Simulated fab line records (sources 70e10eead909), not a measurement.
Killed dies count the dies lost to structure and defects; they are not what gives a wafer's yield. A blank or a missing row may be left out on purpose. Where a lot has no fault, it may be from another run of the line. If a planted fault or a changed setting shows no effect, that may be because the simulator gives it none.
A sampling plan put to the test :: flow nandHarc :: one fab line, 29 faults that these records tell of, each judged on the records of the lots that it struck; 1 more is left out, because the records don't allow judging it
The plan is the line's own looks: the steps of the route at which a gauge or an inspection reads the wafer and doesn't change it. Where struck wafers have a number at a look and the file lists that look's usual mean and standard deviation on fault-free wafers, the look can be judged. Caught: at a look after the fault's first step, the mean of the struck wafers lies 4 or more of those standard deviations (sigma) from the usual mean. On the tool: here the same test is run on the tool's own readings at the fault's steps. Another recipe on the struck wafers, or a record that is blank for them alone, also counts as caught.

## THE FAULTS, as the simulator had put them in
1. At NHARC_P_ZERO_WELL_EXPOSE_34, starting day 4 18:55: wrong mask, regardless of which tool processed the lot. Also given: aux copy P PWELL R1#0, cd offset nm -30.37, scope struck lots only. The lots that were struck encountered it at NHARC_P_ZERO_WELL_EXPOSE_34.
2. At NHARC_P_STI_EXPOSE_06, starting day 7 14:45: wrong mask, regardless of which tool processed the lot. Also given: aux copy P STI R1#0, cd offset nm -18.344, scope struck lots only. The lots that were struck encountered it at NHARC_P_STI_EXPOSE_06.
3. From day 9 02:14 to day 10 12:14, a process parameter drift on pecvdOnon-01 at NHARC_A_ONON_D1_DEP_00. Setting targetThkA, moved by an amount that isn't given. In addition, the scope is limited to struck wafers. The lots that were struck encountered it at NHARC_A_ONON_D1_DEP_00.
4. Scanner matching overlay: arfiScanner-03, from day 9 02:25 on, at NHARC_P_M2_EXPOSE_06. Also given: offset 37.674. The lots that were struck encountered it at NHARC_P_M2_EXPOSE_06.
5. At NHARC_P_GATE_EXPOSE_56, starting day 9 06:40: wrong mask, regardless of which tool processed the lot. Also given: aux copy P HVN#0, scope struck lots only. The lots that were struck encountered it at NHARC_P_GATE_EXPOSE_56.
6. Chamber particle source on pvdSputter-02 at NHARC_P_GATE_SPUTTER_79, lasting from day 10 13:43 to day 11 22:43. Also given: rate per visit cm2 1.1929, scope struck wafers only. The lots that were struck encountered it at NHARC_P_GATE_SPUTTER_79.
7. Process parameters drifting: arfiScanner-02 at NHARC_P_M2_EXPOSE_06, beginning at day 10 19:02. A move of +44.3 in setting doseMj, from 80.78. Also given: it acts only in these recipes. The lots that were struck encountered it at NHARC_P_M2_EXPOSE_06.
8. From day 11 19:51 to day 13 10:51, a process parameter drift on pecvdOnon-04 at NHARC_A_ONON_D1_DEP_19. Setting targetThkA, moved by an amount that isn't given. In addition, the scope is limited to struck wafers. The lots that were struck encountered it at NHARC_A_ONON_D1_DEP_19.
9. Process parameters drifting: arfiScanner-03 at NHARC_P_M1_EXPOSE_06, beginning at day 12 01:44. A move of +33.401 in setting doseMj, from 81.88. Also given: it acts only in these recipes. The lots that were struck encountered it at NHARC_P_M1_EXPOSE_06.
10. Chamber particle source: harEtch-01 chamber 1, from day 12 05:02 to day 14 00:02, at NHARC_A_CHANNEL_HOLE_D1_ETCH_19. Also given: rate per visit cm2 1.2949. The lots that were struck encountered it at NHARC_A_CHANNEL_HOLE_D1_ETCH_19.
11. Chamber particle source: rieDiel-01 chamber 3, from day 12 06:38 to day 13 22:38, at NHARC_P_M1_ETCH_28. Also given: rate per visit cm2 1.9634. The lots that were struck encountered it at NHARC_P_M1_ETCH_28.
12. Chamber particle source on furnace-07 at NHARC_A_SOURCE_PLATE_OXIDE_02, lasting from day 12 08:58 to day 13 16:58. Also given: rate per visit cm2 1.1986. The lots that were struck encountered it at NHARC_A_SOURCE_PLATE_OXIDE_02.
13. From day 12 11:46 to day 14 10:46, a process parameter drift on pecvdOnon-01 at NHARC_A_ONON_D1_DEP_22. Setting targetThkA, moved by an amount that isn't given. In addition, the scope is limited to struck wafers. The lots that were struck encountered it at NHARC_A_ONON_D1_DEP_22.
14. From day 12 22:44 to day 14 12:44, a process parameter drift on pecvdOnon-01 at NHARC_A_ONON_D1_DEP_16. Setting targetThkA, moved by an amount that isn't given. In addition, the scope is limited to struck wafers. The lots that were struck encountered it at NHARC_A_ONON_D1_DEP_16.
15. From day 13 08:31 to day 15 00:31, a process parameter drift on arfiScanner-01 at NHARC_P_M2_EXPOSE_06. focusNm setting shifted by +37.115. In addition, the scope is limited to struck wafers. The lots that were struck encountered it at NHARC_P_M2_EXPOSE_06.
16. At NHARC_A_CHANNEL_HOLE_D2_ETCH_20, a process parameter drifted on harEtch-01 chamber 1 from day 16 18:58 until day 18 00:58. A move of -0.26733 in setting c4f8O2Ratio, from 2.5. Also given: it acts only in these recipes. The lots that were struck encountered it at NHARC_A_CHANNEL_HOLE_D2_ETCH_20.
17. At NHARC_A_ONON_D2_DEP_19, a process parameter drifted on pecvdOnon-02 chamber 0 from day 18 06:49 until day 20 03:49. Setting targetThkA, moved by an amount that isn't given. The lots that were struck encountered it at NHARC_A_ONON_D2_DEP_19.
18. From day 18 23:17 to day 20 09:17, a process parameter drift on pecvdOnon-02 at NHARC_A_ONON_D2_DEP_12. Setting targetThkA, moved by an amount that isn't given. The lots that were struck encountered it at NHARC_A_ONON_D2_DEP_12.
19. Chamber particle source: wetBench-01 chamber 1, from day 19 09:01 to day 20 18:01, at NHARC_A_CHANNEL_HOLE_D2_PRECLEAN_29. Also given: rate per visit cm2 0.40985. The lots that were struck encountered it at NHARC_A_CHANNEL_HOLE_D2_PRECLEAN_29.
20. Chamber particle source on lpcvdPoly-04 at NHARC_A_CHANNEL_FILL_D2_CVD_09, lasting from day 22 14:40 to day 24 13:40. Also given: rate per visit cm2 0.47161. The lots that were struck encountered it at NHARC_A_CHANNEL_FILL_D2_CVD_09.
21. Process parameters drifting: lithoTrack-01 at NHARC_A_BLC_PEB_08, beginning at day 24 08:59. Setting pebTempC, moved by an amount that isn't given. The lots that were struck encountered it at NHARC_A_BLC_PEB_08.
22. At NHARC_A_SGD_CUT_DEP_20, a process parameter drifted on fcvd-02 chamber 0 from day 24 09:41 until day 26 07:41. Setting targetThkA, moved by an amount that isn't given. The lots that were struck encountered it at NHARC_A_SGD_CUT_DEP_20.
23. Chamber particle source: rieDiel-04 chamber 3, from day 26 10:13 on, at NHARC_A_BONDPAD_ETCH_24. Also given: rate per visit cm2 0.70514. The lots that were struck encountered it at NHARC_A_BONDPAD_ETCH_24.
24. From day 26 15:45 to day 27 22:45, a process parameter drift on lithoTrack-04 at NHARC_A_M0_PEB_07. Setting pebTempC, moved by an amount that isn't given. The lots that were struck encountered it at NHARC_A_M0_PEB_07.
25. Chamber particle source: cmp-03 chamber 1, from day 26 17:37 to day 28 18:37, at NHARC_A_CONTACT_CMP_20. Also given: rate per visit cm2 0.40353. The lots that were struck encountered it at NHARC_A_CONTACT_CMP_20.
26. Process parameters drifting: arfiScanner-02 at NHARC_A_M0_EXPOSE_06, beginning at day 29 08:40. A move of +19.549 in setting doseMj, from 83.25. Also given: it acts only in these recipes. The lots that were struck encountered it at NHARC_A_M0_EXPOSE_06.
27. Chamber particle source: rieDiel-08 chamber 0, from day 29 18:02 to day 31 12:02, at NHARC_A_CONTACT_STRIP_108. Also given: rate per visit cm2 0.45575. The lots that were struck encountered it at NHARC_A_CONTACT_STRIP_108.
28. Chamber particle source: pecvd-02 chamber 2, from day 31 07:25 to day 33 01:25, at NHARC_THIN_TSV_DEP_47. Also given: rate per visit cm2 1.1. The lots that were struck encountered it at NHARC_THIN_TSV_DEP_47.
29. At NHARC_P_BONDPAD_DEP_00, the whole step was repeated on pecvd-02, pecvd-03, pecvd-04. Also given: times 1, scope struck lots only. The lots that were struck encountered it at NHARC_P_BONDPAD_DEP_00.

## WHAT THE PLAN SAW
fault: 1
on the tool itself: no reading that can be judged
first look that catches it: NHARC_P_ZERO_WELL_CD_MEAS_37
reading, sigma: cdNm -17
median hours from its first step to that look: 0.2
hours from the fault's start to the first struck lot there: 7
judged looks passed uncaught: 0

fault: 2
on the tool itself: no reading that can be judged
first look that catches it: NHARC_P_STI_CD_MEAS_09
reading, sigma: cdNm -8.0
median hours from its first step to that look: 0.1
hours from the fault's start to the first struck lot there: 4
judged looks passed uncaught: 0

fault: 3
on the tool itself: no reading that can be judged
first look that catches it: NHARC_A_ONON_D1_THK_MEAS_02
reading, sigma: thkNm -31
median hours from its first step to that look: 0.5
hours from the fault's start to the first struck lot there: 16
judged looks passed uncaught: 0

fault: 4
on the tool itself: no reading that can be judged
first look that catches it: NHARC_P_M2_OVL_MEAS_10
reading, sigma: overlayXNm +57
median hours from its first step to that look: 0.2
hours from the fault's start to the first struck lot there: 15
judged looks passed uncaught: 0

fault: 5
on the tool itself: under 2 sigma
first look that catches it: no look after it can be judged
reading, sigma: -
median hours from its first step to that look: -
hours from the fault's start to the first struck lot there: -
judged looks passed uncaught: 0

fault: 6
on the tool itself: no reading that can be judged
first look that catches it: NHARC_P_GATE_INSPECT_68
reading, sigma: rawDefectCount +10
median hours from its first step to that look: 0.8
hours from the fault's start to the first struck lot there: 4
judged looks passed uncaught: 0

fault: 7
on the tool itself: exposureDoseMJCm2 +99 or beyond sigma
first look that catches it: NHARC_P_M2_CD_MEAS_09
reading, sigma: cdNm +31
median hours from its first step to that look: 0.1
hours from the fault's start to the first struck lot there: 6
judged looks passed uncaught: 0

fault: 8
on the tool itself: under 2 sigma
first look that catches it: NHARC_A_ONON_D1_THK_MEAS_21
reading, sigma: thkNm +6.5
median hours from its first step to that look: 0.4
hours from the fault's start to the first struck lot there: 6
judged looks passed uncaught: 0

fault: 9
on the tool itself: exposureDoseMJCm2 +99 or beyond sigma
first look that catches it: NHARC_P_M1_CD_MEAS_09
reading, sigma: cdNm +24
median hours from its first step to that look: 0.1
hours from the fault's start to the first struck lot there: 22
judged looks passed uncaught: 0

fault: 10
on the tool itself: under 2 sigma
first look that catches it: NHARC_A_CHANNEL_HOLE_D1_INSPECT_40
reading, sigma: rawDefectCount +28
median hours from its first step to that look: 5.7
hours from the fault's start to the first struck lot there: 10
judged looks passed uncaught: 0

fault: 11
on the tool itself: under 2 sigma
first look that catches it: NHARC_END_SORT_01
reading, sigma: killedAtPeriphery +17
median hours from its first step to that look: 433.2
hours from the fault's start to the first struck lot there: 433
judged looks passed uncaught: 0

fault: 12
on the tool itself: under 2 sigma
first look that catches it: NHARC_A_SOURCE_PLATE_INSPECT_08
reading, sigma: rawDefectCount +31
median hours from its first step to that look: 16.6
hours from the fault's start to the first struck lot there: 29
judged looks passed uncaught: 0

fault: 13
on the tool itself: no reading that can be judged
first look that catches it: NHARC_A_ONON_D1_THK_MEAS_24
reading, sigma: thkNm -23
median hours from its first step to that look: 0.5
hours from the fault's start to the first struck lot there: 44
judged looks passed uncaught: 0

fault: 14
on the tool itself: no reading that can be judged
first look that catches it: NHARC_A_ONON_D1_THK_MEAS_18
reading, sigma: thkNm +6.0
median hours from its first step to that look: 0.5
hours from the fault's start to the first struck lot there: 3
judged looks passed uncaught: 0

fault: 15
on the tool itself: no reading that can be judged
first look that catches it: none of the 2 looks that can be judged after it
reading, sigma: strongest: cdNm at NHARC_P_M2_CD_MEAS_09, +3.0
median hours from its first step to that look: -
hours from the fault's start to the first struck lot there: -
judged looks passed uncaught: 2

fault: 16
on the tool itself: under 2 sigma
first look that catches it: no look after it can be judged
reading, sigma: -
median hours from its first step to that look: -
hours from the fault's start to the first struck lot there: -
judged looks passed uncaught: 0

fault: 17
on the tool itself: no reading that can be judged
first look that catches it: NHARC_A_ONON_D2_THK_MEAS_21
reading, sigma: thkNm +48
median hours from its first step to that look: 0.4
hours from the fault's start to the first struck lot there: 11
judged looks passed uncaught: 0

fault: 18
on the tool itself: no reading that can be judged
first look that catches it: NHARC_A_ONON_D2_THK_MEAS_14
reading, sigma: thkNm +54
median hours from its first step to that look: 0.5
hours from the fault's start to the first struck lot there: 14
judged looks passed uncaught: 0

fault: 19
on the tool itself: no reading that can be judged
first look that catches it: NHARC_END_SORT_01
reading, sigma: killedDies +4.5
median hours from its first step to that look: 253.2
hours from the fault's start to the first struck lot there: 254
judged looks passed uncaught: 3

fault: 20
on the tool itself: under 2 sigma
first look that catches it: none of the 3 looks that can be judged after it
reading, sigma: strongest: killedDies at NHARC_END_SORT_01, +3.1
median hours from its first step to that look: -
hours from the fault's start to the first struck lot there: -
judged looks passed uncaught: 3

fault: 21
on the tool itself: plateTempC -79 sigma
first look that catches it: NHARC_A_BLC_CD_MEAS_10
reading, sigma: cdNm -85
median hours from its first step to that look: 0.1
hours from the fault's start to the first struck lot there: 2
judged looks passed uncaught: 0

fault: 22
on the tool itself: no reading that can be judged
first look that catches it: NHARC_A_SGD_CUT_THK_MEAS_22
reading, sigma: thkNm -68
median hours from its first step to that look: 4.8
hours from the fault's start to the first struck lot there: 16
judged looks passed uncaught: 0

fault: 23
on the tool itself: under 2 sigma
first look that catches it: NHARC_END_SORT_01
reading, sigma: sort_bin_3_pct +7.3
median hours from its first step to that look: 33.1
hours from the fault's start to the first struck lot there: 46
judged looks passed uncaught: 3

fault: 24
on the tool itself: plateTempC -4.8 sigma
first look that catches it: none of the 5 looks that can be judged after it
reading, sigma: strongest: cdNm at NHARC_A_M0_CD_MEAS_09, -2.3
median hours from its first step to that look: -
hours from the fault's start to the first struck lot there: -
judged looks passed uncaught: 5

fault: 25
on the tool itself: only faintly: timeToEndpointS +2.0 sigma
first look that catches it: NHARC_A_BLC_INSPECT_12
reading, sigma: rawDefectCount +7.3
median hours from its first step to that look: 1.0
hours from the fault's start to the first struck lot there: 8
judged looks passed uncaught: 3

fault: 26
on the tool itself: exposureDoseMJCm2 +99 or beyond sigma
first look that catches it: NHARC_A_M0_CD_MEAS_09
reading, sigma: cdNm +13
median hours from its first step to that look: 0.1
hours from the fault's start to the first struck lot there: 18
judged looks passed uncaught: 0

fault: 27
on the tool itself: no reading that can be judged
first look that catches it: none of the 2 looks that can be judged after it
reading, sigma: strongest: killedAtArray at NHARC_END_SORT_01, +3.2
median hours from its first step to that look: -
hours from the fault's start to the first struck lot there: -
judged looks passed uncaught: 2

fault: 28
on the tool itself: under 2 sigma
first look that catches it: NHARC_END_SORT_01
reading, sigma: killedAtOther +39
median hours from its first step to that look: 18.6
hours from the fault's start to the first struck lot there: 22
judged looks passed uncaught: 1

fault: 29
on the tool itself: under 2 sigma
first look that catches it: none of the 2 looks that can be judged after it
reading, sigma: strongest: thkNm at NHARC_P_BONDPAD_THK_MEAS_33, -3.5
median hours from its first step to that look: -
hours from the fault's start to the first struck lot there: -
judged looks passed uncaught: 2
A dash: the fault isn't caught, or these records don't give the number.

Caught at a look: 22 of 29. Caught on the tool: 5 of 29. By one or the other: 23 of 29.
Caught on the tool alone: fault 24.
Caught at a look alone: faults 1, 2, 3, 4, 6, 8, 10, 11, 12, 13, 14, 17, 18, 19, 22, 23, 25, 28.
Caught by neither: faults 5, 15, 16, 20, 27, 29.

## THINNER SAMPLING
Were the look that catches a fault to measure just every second or every third lot (counted by lot number), the first struck lot would, at worst, be measured this late:
fault: 1
struck lots at that look, in order of time: L443
every lot: 7 h
every second lot: may miss it
every third lot: may miss it

fault: 2
struck lots at that look, in order of time: L889
every lot: 4 h
every second lot: may miss it
every third lot: may miss it

fault: 3
struck lots at that look, in order of time: L901, L903
every lot: 16 h
every second lot: may miss all 2
every third lot: may miss all 2

fault: 4
struck lots at that look, in order of time: L777, L784, L783
every lot: 15 h
every second lot: 79 h
every third lot: may miss all 3

fault: 6
struck lots at that look, in order of time: L615
every lot: 4 h
every second lot: may miss it
every third lot: may miss it

fault: 7
struck lots at that look, in order of time: L153, L157
every lot: 6 h
every second lot: may miss all 2
every third lot: may miss all 2

fault: 8
struck lots at that look, in order of time: L582, L583
every lot: 6 h
every second lot: 11 h
every third lot: may miss all 2

fault: 9
struck lots at that look, in order of time: L304, L307
every lot: 22 h
every second lot: 51 h
every third lot: may miss all 2

fault: 10
struck lots at that look, in order of time: L757, L760
every lot: 10 h
every second lot: 36 h
every third lot: may miss all 2

fault: 11
struck lots at that look, in order of time: L899, L904
every lot: 433 h
every second lot: 468 h
every third lot: may miss all 2

fault: 12
struck lots at that look, in order of time: L275, L274
every lot: 29 h
every second lot: 29 h
every third lot: may miss all 2

fault: 13
struck lots at that look, in order of time: L381
every lot: 44 h
every second lot: may miss it
every third lot: may miss it

fault: 14
struck lots at that look, in order of time: L241, L244, L242
every lot: 3 h
every second lot: 26 h
every third lot: may miss all 3

fault: 17
struck lots at that look, in order of time: L338, L336
every lot: 11 h
every second lot: may miss all 2
every third lot: may miss all 2

fault: 18
struck lots at that look, in order of time: L134, L135
every lot: 14 h
every second lot: 27 h
every third lot: may miss all 2

fault: 19
struck lots at that look, in order of time: L295
every lot: 254 h
every second lot: may miss it
every third lot: may miss it

fault: 21
struck lots at that look, in order of time: L954, L953
every lot: 2 h
every second lot: 4 h
every third lot: may miss all 2

fault: 22
struck lots at that look, in order of time: L681, L680
every lot: 16 h
every second lot: 21 h
every third lot: may miss all 2

fault: 23
struck lots at that look, in order of time: L163, L162
every lot: 46 h
every second lot: 53 h
every third lot: may miss all 2

fault: 25
struck lots at that look, in order of time: L800, L801
every lot: 8 h
every second lot: 9 h
every third lot: may miss all 2

fault: 26
struck lots at that look, in order of time: L379, L381
every lot: 18 h
every second lot: may miss all 2
every third lot: may miss all 2

fault: 28
struck lots at that look, in order of time: L112, L119
every lot: 22 h
every second lot: 55 h
every third lot: may miss all 2
The hour figures run from when the fault began to the first measured lot among those it struck. 4 sigma limit: tested on the pooled struck wafers, so a lone lot may be under it. Other struck lots may not be in these records.

## THE LONGEST TIMED WAY FROM STEP TO LOOK
For fault 11, NHARC_P_M1_ETCH_28 and NHARC_END_SORT_01 are separated by a median of 433.2 hours. No look between them can be judged.
